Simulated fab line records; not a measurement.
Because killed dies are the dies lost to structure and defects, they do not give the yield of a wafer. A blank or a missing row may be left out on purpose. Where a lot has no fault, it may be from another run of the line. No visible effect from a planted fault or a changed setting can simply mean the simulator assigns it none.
fab line records ; flow nand-harc
record lots=6; wafers=18; last-day=24
route steps=1159 shown P_GATE@126 END@1159
lots that met no fault: taken from a fault-free run of the same line
start-h: start of the lot's first displayed wafer, in hours after the record's first day ; wait-h: hours from the lot's prior step to this one ; " repeats the value in the row above ; L1.1+2: several wafers, shown together as one row ; - no value present, or no start provided ; * or withheld: withheld ; < > ~ a bound
route shown NAME@n: a module of which the file shows steps, and the number in the route of the first ; usual: mean and standard deviation over wafers with no fault ; same: alike in all rows ; chamber/n: place in a boat ; sites: per-site readings ; _std_site: standard deviation across them ; _edge_site: mean of outer sites minus mean of inner sites ; radius-mm: for every site, how far away it sits from the centre of the wafer ; mask NAME#n: copy n ; behind: the most recent tool/chamber to have shaped the wafer ; hold: the reason the lot was held/the length of the hold in hours/how it ended ; device: which transistor (n, p or np) failed to switch ; end of line: the same wafers' tests at the end of the route ; step lacking rows: just its recipe ; killed: at the first sort, the dies lost to defects and structure; wafer yield is something else ; map: per-die view of a wafer (x killed, . not killed, _ where there is no die)
set.NAME: the setting the step ran with; set.NAME@STEP: the setting that earlier step ran with ; model.NAME: the simulator's own value behind a step, which no gauge read
lots seen at some steps along the route; tables by step, rows by wafer
services: from which hour (start-h, from the record's first day; less than 0 if before it) a tool's chamber was out of use, for how many hours, and why
## steps
# step NHARC_P_GATE_STRIP_15
# recipe time-s=780; temp-c=130; chemistry=SPM
# step NHARC_P_GATE_PRECLEAN_71
# recipe time-s=*; temp-c=50; bath-age-min=0; chemistry=SC1
# step NHARC_P_GATE_SRD_72
# step NHARC_P_GATE_OXIDE_16
# recipe target-thk-a=30; temp-c=875; ox-time-s=392; material=SiO2
# step NHARC_P_GATE_CVD_17
# recipe target-thk-a=1500; temp-c=620; time-s=900; material=poly-Si
# step NHARC_P_GATE_HM_DEP_102
# recipe target-thk-a=1200; temp-c=400; material=aC
# usual throttle-valve-pct=35.000/0.0092
lot.wafer;tool;chamber;start-h;wait-h;throttle-valve-pct
L982.1;acl-dep-02;0;118.24;2.4;34.989
L982.2;acl-dep-02;0;118.24;2.4;34.994
L982.3;acl-dep-02;0;118.24;2.4;34.996
L983.4;acl-dep-03;0;118.89;3.1;34.998
L983.5;acl-dep-03;0;118.89;3.1;35.003
L983.6;acl-dep-03;0;118.89;3.1;34.995
L993.3;acl-dep-02;0;185.23;2.1;35.017
L993.5;acl-dep-02;0;185.23;2.1;35.004
L993.6;acl-dep-02;0;185.23;2.1;34.974
L996.1;acl-dep-03;0;195.48;1.2;35.004
L996.5;acl-dep-03;0;195.48;1.2;34.990
L996.6;acl-dep-03;0;195.48;1.2;34.997
L101.1;acl-dep-01;0;216.25;1.4;34.993
L101.2;acl-dep-01;0;216.25;1.4;35.007
L101.5;acl-dep-01;0;216.25;1.4;34.999
L100.1;acl-dep-03;0;216.83;2.0;34.999
L100.3;acl-dep-03;0;216.83;2.0;34.984
L100.4;acl-dep-03;0;216.83;2.0;35.006
# step NHARC_P_GATE_DEP_103
# recipe target-thk-a=300; target-thk-nm=30; temp-c=400; flow-sccm=200; rf-w=350; material=SiON
# usual heater-power-outer-w=486/76; heater-power-w=785/120; rf-fwd-power-W=348.6/1
lot.wafer;tool;chamber;start-h;wait-h;heater-power-outer-w;heater-power-w;rf-fwd-power-W;since-wet-clean-h
L982.3;pecvd-04;0;118.89;0.3;426;671;348.3;92
L982.1;pecvd-04;1;118.89;0.3;572;966;349.9;92
L982.2;pecvd-04;2;118.89;0.3;413;680;348.8;92
L983.4;pecvd-04;1;119.39;0.4;566;923;349.7;-
L983.5;pecvd-04;2;119.39;0.4;390;639;350.8;-
L983.6;pecvd-04;0;119.39;0.4;361;604;348.5;-
L993.3;pecvd-03;2;185.74;0.4;587;885;349.7;62
L993.6;pecvd-03;0;185.74;0.4;548;870;348.0;-
L993.5;pecvd-03;2;185.74;0.4;566;902;350.2;-
L996.1;pecvd-03;1;196.15;0.6;468;784;348.7;72
L996.5;pecvd-03;1;196.15;0.6;469;776;348.5;-
L996.6;pecvd-03;2;196.15;0.6;622;938;346.9;-
L101.1;pecvd-01;2;216.91;0.6;439;666;348.3;148
L101.2;pecvd-01;0;216.91;0.6;470;720;348.3;148
L101.5;pecvd-01;2;216.91;0.6;444;654;347.7;-
L100.1;pecvd-03;2;217.49;0.6;627;946;349.1;93
L100.3;pecvd-03;0;217.49;0.6;570;916;348.8;93
L100.4;pecvd-03;1;217.49;0.6;432;733;347.7;-
# step NHARC_P_GATE_DEHYDRATE_18
# recipe temp-c=150; time-s=120
# step NHARC_P_GATE_HMDS_19
# recipe time-s=30
# step NHARC_P_GATE_COAT_20
# recipe spin-rpm=1500; resist-thk-nm=90
# step NHARC_P_GATE_SOFTBAKE_21
# recipe temp-c=105; time-s=55
# step NHARC_P_GATE_EBR_22
# step NHARC_P_GATE_EXPOSE_23
# recipe na=1.35; target-cd-nm=120; dose-mj=93.91; mask-id=P_GATE
# usual exposure-dose-mJ-cm2=93.93/0.092
lot.wafer;tool;chamber;start-h;wait-h;mask;exposure-dose-mJ-cm2
L982.1;arfi-scanner-03;0;119.43;-;P_GATE#0;93.90
L982.2;arfi-scanner-03;0;119.43;-;P_GATE#0;94.01
L982.3;arfi-scanner-03;0;119.43;-;P_GATE#0;94.04
L983.4;arfi-scanner-01;0;119.86;-;P_GATE#0;94.05
L983.5;arfi-scanner-01;0;119.86;-;P_GATE#0;94.09
L983.6;arfi-scanner-01;0;119.86;-;P_GATE#0;93.93
L993.3;arfi-scanner-03;0;186.27;-;P_GATE#0;90.07
L993.5;arfi-scanner-03;0;186.27;-;P_GATE#0;90.17
L993.6;arfi-scanner-03;0;186.27;-;P_GATE#0;90.28
L996.1;arfi-scanner-03;0;196.56;-;P_GATE#0;90.23
L996.5;arfi-scanner-03;0;196.56;-;P_GATE#0;90.10
L996.6;arfi-scanner-03;0;196.56;-;P_GATE#0;90.07
L101.1;arfi-scanner-01;0;217.57;-;P_GATE#0;93.96
L101.2;arfi-scanner-01;0;217.57;-;P_GATE#0;94.02
L101.5;arfi-scanner-01;0;217.57;-;P_GATE#0;93.91
L100.1;arfi-scanner-01;0;217.91;-;P_GATE#0;93.89
L100.3;arfi-scanner-01;0;217.91;-;P_GATE#0;93.94
L100.4;arfi-scanner-01;0;217.91;-;P_GATE#0;93.95
# step NHARC_P_GATE_PEB_24
# recipe peb-temp-c=100; peb-time-s=65
# step NHARC_P_GATE_DEVELOP_25
# recipe develop-time-s=35; dev-temp-c=23
# step NHARC_P_GATE_CD_MEAS_26
# recipe target-cd-nm=120; landing-energy-ev=500
# usual cd-nm=120.0/0.46
lot.wafer;tool;chamber;start-h;wait-h;hold;cd-nm
L982.1;cd-sem-02;0;119.57;-;-;119.8
L982.2;cd-sem-02;0;119.57;-;-;120.4
L982.3;cd-sem-02;0;119.57;-;-;120.3
L983.4;cd-sem-01;0;119.99;-;-;119.5
L983.5;cd-sem-01;0;119.99;-;-;120.0
L983.6;cd-sem-01;0;119.99;-;-;119.7
L993.3;cd-sem-01;0;186.41;-;await-dispo/0.2h/release;122.7
L993.5;cd-sem-01;0;186.41;-;await-dispo/0.2h/release;122.6
L993.6;cd-sem-01;0;186.41;-;await-dispo/0.2h/release;122.9
L993.3;cd-sem-01;0;-;-;-;122.8
L993.5;cd-sem-01;0;-;-;-;122.5
L993.6;cd-sem-01;0;-;-;-;122.6
L996.1;cd-sem-02;0;196.70;-;await-dispo/0.2h/release;121.6
L996.5;cd-sem-02;0;196.70;-;await-dispo/0.2h/release;121.3
L996.6;cd-sem-02;0;196.70;-;await-dispo/0.2h/release;122.2
L996.1;cd-sem-02;0;-;-;-;121.7
L996.5;cd-sem-02;0;-;-;-;121.6
L996.6;cd-sem-02;0;-;-;-;122.4
L101.1;cd-sem-01;0;217.71;-;-;120.9
L101.2;cd-sem-01;0;217.71;-;-;120.5
L101.5;cd-sem-01;0;217.71;-;-;120.4
L100.1;cd-sem-03;0;218.05;-;-;120.2
L100.3;cd-sem-03;0;218.05;-;-;120.0
L100.4;cd-sem-03;0;218.05;-;-;120.5
# step NHARC_P_GATE_OVL_MEAS_27
# usual overlay-x-nm=0.0/0.83; overlay-y-nm=-0.2/0.85
lot.wafer;tool;chamber;start-h;wait-h;hold;overlay-x-nm;overlay-y-nm
L982.1;overlay-01;-;119.66;-;-;0.9;-0.2
L982.2;overlay-01;-;119.66;-;-;0.6;1.1
L982.3;overlay-01;-;119.66;-;-;0.8;0.4
L983.4;overlay-02;-;120.07;-;-;1.7;0.2
L983.5;overlay-02;-;120.07;-;-;1.0;0.1
L983.6;overlay-02;-;120.07;-;-;1.8;-0.4
L993.3;overlay-01;-;192.03;-;await-dispo/5.3h/release;-1.4;0.3
L993.5;overlay-01;-;192.03;-;await-dispo/5.3h/release;-1.4;0.8
L993.6;overlay-01;-;192.03;-;await-dispo/5.3h/release;-1.9;0.9
L996.1;overlay-01;-;202.12;-;await-dispo/5.1h/release;0.2;1.1
L996.5;overlay-01;-;202.12;-;await-dispo/5.1h/release;-0.2;1.6
L996.6;overlay-01;-;202.12;-;await-dispo/5.1h/release;0.6;1.3
L101.1;overlay-02;-;217.80;-;-;0.5;-1.4
L101.2;overlay-02;-;217.80;-;-;0.5;-1.3
L101.5;overlay-02;-;217.80;-;-;0.9;-1.4
L100.1;overlay-02;-;218.14;-;-;0.8;0.2
L100.3;overlay-02;-;218.14;-;-;0.3;-0.3
L100.4;overlay-02;-;218.14;-;-;0.4;-0.1
# step NHARC_P_GATE_INSPECT_28
# usual raw-defect-count=6/3.1
lot.wafer;tool;chamber;start-h;wait-h;raw-defect-count
L982.1;defect-inspect-01;-;119.70;0.0;3
L982.2;defect-inspect-01;-;119.70;0.0;5
L982.3;defect-inspect-01;-;119.70;0.0;7
L983.4;defect-inspect-01;-;120.11;0.0;8
L983.5;defect-inspect-01;-;120.11;0.0;6
L983.6;defect-inspect-01;-;120.11;0.0;7
L993.3;defect-inspect-01;-;192.06;0.0;5
L993.5;defect-inspect-01;-;192.06;0.0;6
L993.6;defect-inspect-01;-;192.06;0.0;5
L996.1;defect-inspect-02;-;202.15;0.0;4
L996.5;defect-inspect-02;-;202.15;0.0;6
L996.6;defect-inspect-02;-;202.15;0.0;2
L101.1;defect-inspect-02;-;217.83;0.0;3
L101.2;defect-inspect-02;-;217.83;0.0;6
L101.5;defect-inspect-02;-;217.83;0.0;6
L100.1;defect-inspect-01;-;218.17;0.0;17
L100.3;defect-inspect-01;-;218.17;0.0;14
L100.4;defect-inspect-01;-;218.17;0.0;9
# step NHARC_P_GATE_DESCUM_31
# recipe time-s=3; o2-flow-sccm=200; ar-flow-sccm=0; bias-power-w=0; chemistry=O2
# usual drypump-motor-current-A=5.6/0.56; oes-product-au=0.997/0.0074; rf-vpp-V=57.7/0.83; showerhead-plenum-p-Torr=1.89/0.056; throttle-valve-pct=11.311/0.0096
lot.wafer;tool;chamber;start-h;wait-h;drypump-motor-current-A;oes-product-au;rf-hours-counter-h;rf-vpp-V;showerhead-plenum-p-Torr;throttle-valve-pct;model.P_GATE.cd-nm
L982.2;rie-diel-05;3;119.77;0.1;5.0;0.990;25;56.3;1.91;11.315;120.1
L982.3;rie-diel-05;0;119.77;0.1;5.8;0.991;25;58.1;1.88;11.310;120.7
L982.1;rie-diel-05;1;119.77;0.1;6.1;0.998;17;57.1;1.85;11.301;120
L983.4;rie-diel-05;1;120.21;0.1;6.1;1.009;17;56.6;1.85;11.309;120.1
L983.6;rie-diel-05;3;120.21;0.1;5.0;1.000;-;57.0;1.90;11.304;119.8
L983.5;rie-diel-05;0;120.21;0.1;5.8;1.008;-;57.2;1.88;11.317;120.4
L993.3;rie-diel-01;0;192.16;0.1;6.2;0.994;14;58.3;1.98;11.303;122.9
L993.6;rie-diel-01;2;192.16;0.1;6.3;1.005;-;56.8;1.89;11.320;122.8
L993.5;rie-diel-01;3;192.16;0.1;5.7;1.002;-;58.6;1.94;11.318;122.8
L996.1;rie-diel-13;0;202.23;0.1;5.4;0.994;36;58.9;1.85;11.303;121.5
L996.6;rie-diel-13;3;202.23;0.1;5.4;0.993;-;56.7;1.78;11.315;122.3
L996.5;rie-diel-13;0;202.23;0.1;5.4;1.010;-;58.0;1.85;11.325;121.3
L101.2;rie-diel-05;1;217.90;0.1;6.1;1.000;9;58.4;1.84;11.319;120.4
L101.1;rie-diel-05;2;217.90;0.1;4.7;0.992;10;56.9;1.91;11.283;120.7
L101.5;rie-diel-05;1;217.90;0.1;6.1;1.002;-;57.3;1.84;11.325;120.3
L100.3;rie-diel-01;3;218.25;0.1;5.7;0.991;27;59.2;1.93;11.302;120.2
L100.4;rie-diel-01;0;218.25;0.1;6.2;0.992;27;56.5;1.98;11.326;120.2
L100.1;rie-diel-01;2;218.25;0.1;6.3;0.994;26;57.3;1.89;11.307;120
# step NHARC_P_GATE_ETCH_104
# recipe target-depth-a=600; time-s=withheld; cf4-flow-sccm=100; chf3-flow-sccm=30; ar-flow-sccm=0; rf-w=500; bias-w=200; chemistry=CF4/CHF3
# usual cf4-flow-sccm=100.0/0.32; drypump-motor-current-A=5.6/0.56; oes-product-au=0.945/0.018; rf-fwd-power-W=491.5/2.5; rf-vpp-V=369.9/1.7; showerhead-plenum-p-Torr=1.55/0.043; throttle-valve-pct=16.801/0.0086
lot.wafer;tool;chamber;start-h;wait-h;cf4-flow-sccm;drypump-motor-current-A;oes-product-au;rf-fwd-power-W;rf-vpp-V;showerhead-plenum-p-Torr;throttle-valve-pct
L982.2;rie-diel-05;1;119.86;0.1;100.1;6.1;0.950;494.4;369.0;1.52;16.800
L982.1;rie-diel-05;2;119.86;0.1;99.7;4.8;0.949;491.8;370.0;1.58;16.795
L982.3;rie-diel-05;3;119.86;0.1;99.8;5.0;0.946;494.4;370.0;1.57;16.805
L983.4;rie-diel-05;1;120.29;0.1;99.9;6.1;0.922;493.9;367.5;1.52;16.796
L983.5;rie-diel-05;0;120.29;0.1;100.4;5.8;0.927;488.8;370.6;1.55;16.805
L983.6;rie-diel-05;1;120.29;0.1;100.1;6.1;0.917;492.9;368.6;1.52;16.820
L993.3;rie-diel-01;3;192.34;0.2;99.7;5.7;0.964;488.2;371.4;1.59;16.793
L993.6;rie-diel-01;2;192.34;0.2;99.7;6.3;0.962;492.2;370.4;1.55;16.799
L993.5;rie-diel-01;3;192.34;0.2;100.4;5.6;0.961;489.4;371.8;1.59;16.808
L996.1;rie-diel-13;3;202.48;0.2;99.9;5.3;0.924;493.5;367.1;1.47;16.799
L996.5;rie-diel-13;3;202.48;0.2;100.3;5.3;0.930;490.9;366.6;1.47;16.802
L996.6;rie-diel-13;0;202.48;0.2;100.0;5.4;0.945;493.7;369.7;1.53;16.810
L101.2;rie-diel-05;2;218.03;0.1;100.4;4.7;0.952;496.4;371.9;1.57;16.810
L101.1;rie-diel-05;0;218.03;0.1;100.2;5.8;0.951;491.8;368.8;1.54;16.791
L101.5;rie-diel-05;2;218.03;0.1;99.9;4.7;0.956;496.7;370.8;1.57;16.792
L100.1;rie-diel-01;3;218.34;0.1;100.7;5.7;0.949;488.6;369.5;1.59;16.804
L100.3;rie-diel-01;0;218.34;0.1;100.9;6.2;0.940;494.5;371.8;1.62;16.798
L100.4;rie-diel-01;2;218.34;0.1;99.7;6.3;0.963;490.2;368.3;1.55;16.786
# step NHARC_P_GATE_HM_OPEN_105
# recipe target-depth-a=3600; o2-flow-sccm=400; cos-flow-sccm=20; ar-flow-sccm=0; rf-w=500; bias-w=300; chemistry=O2/COS
# usual drypump-motor-current-A=5.6/0.58; oes-product-au=0.999/0.0074; rf-fwd-power-W=498.0/1.7; rf-vpp-V=466.3/2; showerhead-plenum-p-Torr=3.08/0.087; throttle-valve-pct=28.330/0.0091
lot.wafer;tool;chamber;start-h;wait-h;drypump-motor-current-A;oes-product-au;rf-fwd-power-W;rf-hours-counter-h;rf-vpp-V;showerhead-plenum-p-Torr;throttle-valve-pct
L982.3;rie-diel-05;3;-;-;5.0;1.002;498.2;25;467.9;3.11;28.313
L982.2;rie-diel-05;0;-;-;5.8;1.008;497.2;25;465.1;3.07;28.323
L982.1;rie-diel-05;1;-;-;6.1;1.001;498.5;17;464.3;3.02;28.338
L983.4;rie-diel-05;0;-;-;5.8;1.002;499.5;25;465.3;3.07;28.338
L983.6;rie-diel-05;1;-;-;6.1;0.986;501.4;-;465.8;3.02;28.337
L983.5;rie-diel-05;2;-;-;4.7;1.004;498.1;-;466.2;3.13;28.320
L993.3;rie-diel-01;3;-;-;5.6;1.001;498.5;17;468.8;3.16;28.328
L993.5;rie-diel-01;3;-;-;5.7;1.009;495.3;-;466.9;3.16;28.320
L993.6;rie-diel-01;0;-;-;6.2;0.987;499.2;-;468.9;3.23;28.312
L996.1;rie-diel-13;2;-;-;6.4;0.996;498.8;38;466.9;3.06;28.322
L996.6;rie-diel-13;1;-;-;6.4;0.999;496.7;-;463.0;2.92;28.335
L996.5;rie-diel-13;2;-;-;6.3;1.006;498.0;-;465.2;3.06;28.335
L101.1;rie-diel-05;1;-;-;6.1;0.997;498.9;9;463.1;3.01;28.326
L101.2;rie-diel-05;2;-;-;4.8;0.995;496.3;10;468.1;3.12;28.335
L101.5;rie-diel-05;0;-;-;5.8;1.004;496.4;-;465.2;3.06;28.339
L100.3;rie-diel-01;0;-;-;6.2;0.993;498.6;27;468.5;3.22;28.325
L100.4;rie-diel-01;1;-;-;5.0;0.994;495.3;28;470.9;3.28;28.325
L100.1;rie-diel-01;2;-;-;6.3;0.993;496.2;26;466.5;3.08;28.347
# step NHARC_P_GATE_STRIP_106
# recipe o2-flow-sccm=400; cos-flow-sccm=20; ar-flow-sccm=0; bias-w=0; chemistry=O2/COS
# step NHARC_P_GATE_ETCH_114
# recipe target-depth-a=300; overetch-a=30; time-s=16.5; ion-energy-ev=100; cf4-flow-sccm=80; o2-flow-sccm=20; ar-flow-sccm=0; rf-w=300; bias-w=100; chemistry=CF4/O2
# usual cf4-flow-sccm=80.03/0.23; drypump-motor-current-A=5.6/0.58; oes-product-au=0.998/0.007; rf-fwd-power-W=293.7/1.5; rf-vpp-V=197.4/1.2; showerhead-plenum-p-Torr=1.32/0.038; throttle-valve-pct=13.396/0.011
lot.wafer;tool;chamber;start-h;wait-h;cf4-flow-sccm;drypump-motor-current-A;oes-product-au;rf-fwd-power-W;rf-hours-counter-h;rf-vpp-V;showerhead-plenum-p-Torr;throttle-valve-pct;model.P_GATE.cd-nm
L982.1;rie-diel-05;3;-;-;79.73;5.0;0.998;295.4;25;198.3;1.33;13.385;119.1
L982.3;rie-diel-05;0;-;-;80.06;5.8;1.004;292.0;25;197.5;1.31;13.376;120.6
L982.2;rie-diel-05;1;-;-;79.80;6.1;0.989;293.8;17;196.8;1.29;13.382;119.8
L983.4;rie-diel-05;2;-;-;80.27;4.7;0.994;294.7;23;198.9;1.34;13.395;121.1
L983.6;rie-diel-05;2;-;-;80.17;4.7;1.008;294.0;-;198.4;1.34;13.394;119.5
L983.5;rie-diel-05;3;-;-;80.04;5.0;0.983;294.5;-;196.1;1.33;13.391;121.5
L993.3;rie-diel-01;1;-;-;80.03;5.1;0.990;291.6;17;199.8;1.41;13.379;124.4
L993.6;rie-diel-01;1;-;-;80.21;5.1;0.999;294.1;-;200.0;1.41;13.393;120.8
L993.5;rie-diel-01;2;-;-;79.91;6.3;0.993;293.7;-;198.4;1.32;13.397;123.9
L996.1;rie-diel-13;3;-;-;80.22;5.3;0.997;292.8;32;196.0;1.25;13.401;122.5
L996.6;rie-diel-13;2;-;-;79.97;6.3;1.001;292.0;-;197.4;1.31;13.413;122.8
L996.5;rie-diel-13;3;-;-;79.73;5.3;0.995;291.2;-;197.8;1.25;13.394;123.5
L101.1;rie-diel-05;3;-;-;80.20;5.0;0.997;294.7;3;197.2;1.33;13.407;120.5
L101.2;rie-diel-05;0;-;-;79.68;5.8;0.989;292.7;10;196.9;1.31;13.382;121.1
L101.5;rie-diel-05;0;-;-;79.69;5.8;0.996;289.9;-;198.0;1.31;13.413;116.7
L100.3;rie-diel-01;2;-;-;79.85;6.3;1.002;291.7;26;196.3;1.32;13.393;121
L100.1;rie-diel-01;3;-;-;80.17;5.7;0.994;291.4;27;198.6;1.35;13.361;122.5
L100.4;rie-diel-01;0;-;-;80.15;6.2;0.985;297.2;27;198.8;1.38;13.400;122
# step NHARC_P_GATE_ETCH_32
# recipe target-depth-a=1500; over-etch-frac=1; over-etch-ion-energy-ev=40; time-s=100.1; hbr-flow-sccm=150; cl2-flow-sccm=50; rf-w=400; icp-w=400; bias-w=100; chemistry=HBr/Cl2
# usual drypump-motor-current-A=5.8/0.55; oes-product-au=1.004/0.0068; rf-fwd-power-W=397.0/1.6; throttle-valve-pct=26.406/0.01
lot.wafer;tool;chamber;start-h;wait-h;drypump-motor-current-A;oes-product-au;rf-fwd-power-W;rf-hours-counter-h;throttle-valve-pct
L982.3;rie-si-04;3;120.26;-;6.3;0.989;398.0;0.1;26.396
L982.1;rie-si-04;0;120.26;-;6.1;0.994;397.6;0.1;26.416
L982.2;rie-si-04;2;120.26;-;6.3;1.007;397.7;0.1;26.406
L983.4;rie-si-04;0;120.84;-;6.0;0.985;399.1;0.2;26.406
L983.6;rie-si-04;2;120.84;-;6.4;1.010;398.2;-;26.397
L983.5;rie-si-04;3;120.84;-;6.4;1.001;399.1;-;26.421
L993.3;rie-si-04;0;192.77;-;6.1;1.008;399.5;0.7;26.393
L993.5;rie-si-04;2;192.77;-;6.4;1.011;398.4;-;26.382
L993.6;rie-si-04;3;192.77;-;6.3;0.993;396.9;-;26.411
L996.1;rie-si-05;0;202.86;-;6.1;1.006;397.4;1.5;26.400
L996.6;rie-si-05;0;202.86;-;6.2;1.002;398.6;-;26.407
L996.5;rie-si-05;1;202.86;-;4.6;1.015;394.4;-;26.402
L101.2;rie-si-04;1;218.43;-;6.0;1.009;394.8;1.0;26.404
L101.1;rie-si-04;3;218.43;-;6.3;0.999;399.7;1.1;26.408
L101.5;rie-si-04;0;218.43;-;6.0;1.005;396.8;-;26.406
L100.1;rie-si-05;1;218.71;-;4.6;0.996;392.6;1.7;26.420
L100.3;rie-si-05;0;218.71;-;6.2;0.998;396.3;1.8;26.410
L100.4;rie-si-05;1;218.71;-;4.6;1.000;396.3;-;26.403
# step NHARC_END_SORT_01
# recipe temp-c=25
# usual killed-at-array=27/9.8; killed-at-other=0.6/0.83; killed-at-periphery=3.5/2.4; killed-dies=31/9.6; killed-open=3.1/1.9; killed-short=2.0/1.5
# same gross-dies=677
lot.wafer;tool;chamber;start-h;wait-h;killed-at-array;killed-at-other;killed-at-periphery;killed-dies;killed-open;killed-short
L983.4;prober-02;0;484.64;3.4;35;0;4;39;2;1
L983.5;prober-02;0;485.44;3.7;30;1;2;33;1;1
L983.6;prober-02;0;486.24;4.0;32;0;6;38;4;3
L982.1;prober-01;0;489.75;2.5;20;0;2;22;2;1
L982.2;prober-01;0;490.54;2.8;24;0;1;25;6;1
L982.3;prober-01;0;491.33;3.1;33;0;1;34;8;0
L993.3;prober-02;0;569.04;3.1;12;0;3;15;2;0
L993.5;prober-02;0;570.65;3.7;11;0;3;14;4;0
L993.6;prober-02;0;571.46;4.0;14;0;0;14;2;2
L996.1;prober-01;0;583.29;2.5;27;0;6;33;2;2
L996.5;prober-01;0;586.50;3.7;28;0;2;30;1;1
L996.6;prober-01;0;587.30;4.0;31;0;2;33;4;1
# killed by level:class
L983.4 A_CHANNEL_HOLE_D1:chamber-film-flake=15 A_STAIRCASE:chamber-film-flake=11 A_SLIT:chamber-film-flake=4 P_ZERO_WELL:chamber-film-flake=3 A_ZERO_WELL:chamber-film-flake=2 P_M1:geometric-particle:open=1 A_SGD_CUT:geometric-particle:short=1 A_CONTACT:geometric-particle:open=1
L983.5 A_CHANNEL_HOLE_D1:chamber-film-flake=17 A_SLIT:chamber-film-flake=6 A_STAIRCASE:chamber-film-flake=5 P_CONTACT:geometric-particle:short=1 P_ZERO_WELL:chamber-film-flake=1 STARTING-WAFER:geometric-particle:open=1 A_CHANNEL_FILL_D1:chamber-film-flake=1 A_CONTACT:chamber-film-flake=1
L983.6 A_SLIT:chamber-film-flake=11 A_STAIRCASE:chamber-film-flake=9 A_CHANNEL_HOLE_D1:chamber-film-flake=9 P_ZERO_WELL:chamber-film-flake=2 P_STI:geometric-particle:open=1 P_GATE:geometric-particle:open=1 P_CONTACT:geometric-particle:open=1 P_M0:geometric-particle:short=1
L982.1 A_SLIT:chamber-film-flake=8 A_STAIRCASE:chamber-film-flake=6 A_CONTACT:chamber-film-flake=3 A_CONTACT:geometric-particle:open=2 P_M0:geometric-particle:short=1 P_GATE:chamber-film-flake=1 A_CHANNEL_HOLE_D1:chamber-film-flake=1
L982.2 A_SLIT:chamber-film-flake=7 A_STAIRCASE:chamber-film-flake=5 A_CHANNEL_HOLE_D1:chamber-film-flake=3 A_CHANNEL_FILL_D1:geometric-particle:open=2 A_CONTACT:geometric-particle:open=2 A_ONON_D1:geometric-particle:open=1 A_WL_FILL:geometric-particle:open=1 A_BLC:geometric-particle:short=1
L982.3 A_SLIT:chamber-film-flake=11 A_STAIRCASE:chamber-film-flake=9 A_CHANNEL_HOLE_D1:chamber-film-flake=3 A_CHANNEL_FILL_D1:geometric-particle:open=2 A_WL_FILL:geometric-particle:open=2 A_BLC:geometric-particle:open=2 A_CONTACT:chamber-film-flake=2 P_CONTACT:geometric-particle:open=1
L993.3 A_CHANNEL_HOLE_D1:chamber-film-flake=6 A_CHANNEL_FILL_D1:chamber-film-flake=3 P_GATE:geometric-particle:open=2 A_CONTACT:chamber-film-flake=2 P_M0:chamber-film-flake=1 A_WL_FILL:chamber-film-flake=1
L993.5 A_CHANNEL_HOLE_D1:chamber-film-flake=6 A_CHANNEL_FILL_D1:chamber-film-flake=3 P_CONTACT:geometric-particle:open=2 A_CONTACT:geometric-particle:open=2 P_GATE:chamber-film-flake=1
L993.6 A_CHANNEL_HOLE_D1:chamber-film-flake=5 A_CHANNEL_FILL_D1:chamber-film-flake=3 A_STAIRCASE:geometric-particle:short=1 A_SGD_CUT:geometric-particle:short=1 A_CONTACT:geometric-particle:open=1 A_M1:geometric-particle:open=1 A_SLIT:chamber-film-flake=1 A_CONTACT:chamber-film-flake=1
L996.1 A_CHANNEL_HOLE_D1:chamber-film-flake=19 P_M1:chamber-film-flake=4 A_STAIRCASE:chamber-film-flake=2 A_SLIT:chamber-film-flake=2 A_CONTACT:chamber-film-flake=2 P_CONTACT:geometric-particle:short=1 P_M2:geometric-particle:short=1 A_SLIT:geometric-particle:open=1
L996.5 A_CHANNEL_HOLE_D1:chamber-film-flake=19 A_CONTACT:chamber-film-flake=6 P_CONTACT:geometric-particle:open=1 A_CONTACT:geometric-particle:short=1 P_M1:chamber-film-flake=1 A_CHANNEL_FILL_D1:chamber-film-flake=1 A_M0:chamber-film-flake=1
L996.6 A_CHANNEL_HOLE_D1:chamber-film-flake=17 A_CONTACT:chamber-film-flake=5 A_WL_FILL:geometric-particle:open=2 A_WL_FILL:chamber-film-flake=2 P_CONTACT:geometric-particle:short=1 A_CHANNEL_FILL_D1:geometric-particle:open=1 A_M1:geometric-particle:open=1 P_M1:chamber-film-flake=1
## services
tool;chamber;start-h;hours;kind
rie-si-04;-;99.00;9.0;pm
rie-diel-13;-;99.05;9.0;pm
pecvd-03;-;111.15;13.0;pm
acl-dep-01;-;111.62;13.0;pm
rie-diel-01;2;113.48;2.2;repair
rie-diel-05;0;118.17;-;clean
rie-diel-05;1;118.17;-;clean
rie-diel-01;2;119.99;11.8;repair
pecvd-01;2;125.08;17.6;repair
arfi-scanner-01;-;128.18;0.4;repair
rie-diel-01;-;137.85;9.0;pm
arfi-scanner-03;-;140.00;4.0;pm
rie-si-05;3;142.67;2.6;repair
rie-diel-13;-;159.92;0.2;repair
rie-diel-01;0;160.11;7.4;repair
rie-diel-05;-;163.60;9.0;pm
acl-dep-02;-;170.19;13.0;pm
acl-dep-03;-;185.29;1.3;repair
rie-diel-05;3;185.74;23.8;repair
rie-diel-13;2;191.71;3.1;repair
pecvd-04;-;195.11;13.0;pm
arfi-scanner-01;-;198.43;4.0;pm
rie-si-05;3;214.96;6.9;repair
arfi-scanner-03;-;218.53;0.6;repair
## key
first-sign step=NHARC_P_GATE_EXPOSE_23; reading=exposure-dose-mJ-cm2; direction=down; sigmas=41; usual=93.93; struck=90.15
effect step=NHARC_P_GATE_CD_MEAS_26; reading=visit; direction=added
model-effect step=NHARC_P_GATE_DESCUM_31; value=P_GATE.cd-nm; without=119.8; struck=122.3
model-effect step=NHARC_P_GATE_ETCH_114; value=P_GATE.cd-nm; without=120.5; struck=123
met-at NHARC_P_GATE_EXPOSE_23
struck-wafers L993.3,L993.5,L993.6,L996.1,L996.5,L996.6
tester-left-out L993,L996
onset-between 119.43 186.27
fault kind=process-parameter-drift; tool=arfi-scanner-03; chamber=-; onset-h=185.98; steps=NHARC_P_GATE_EXPOSE_23; channel=dose-mj; offset=-3.8086; shape=step; acts-in=these-recipes-only; stated=93.91
# tester-left-out: of these lots the tester's yield and bins aren't shown, on N5 and GAA mostly nor the transistor test; their killed dies are dies lost to structure and defects alone, not to doping, threshold or leakage, so they don't give the yield
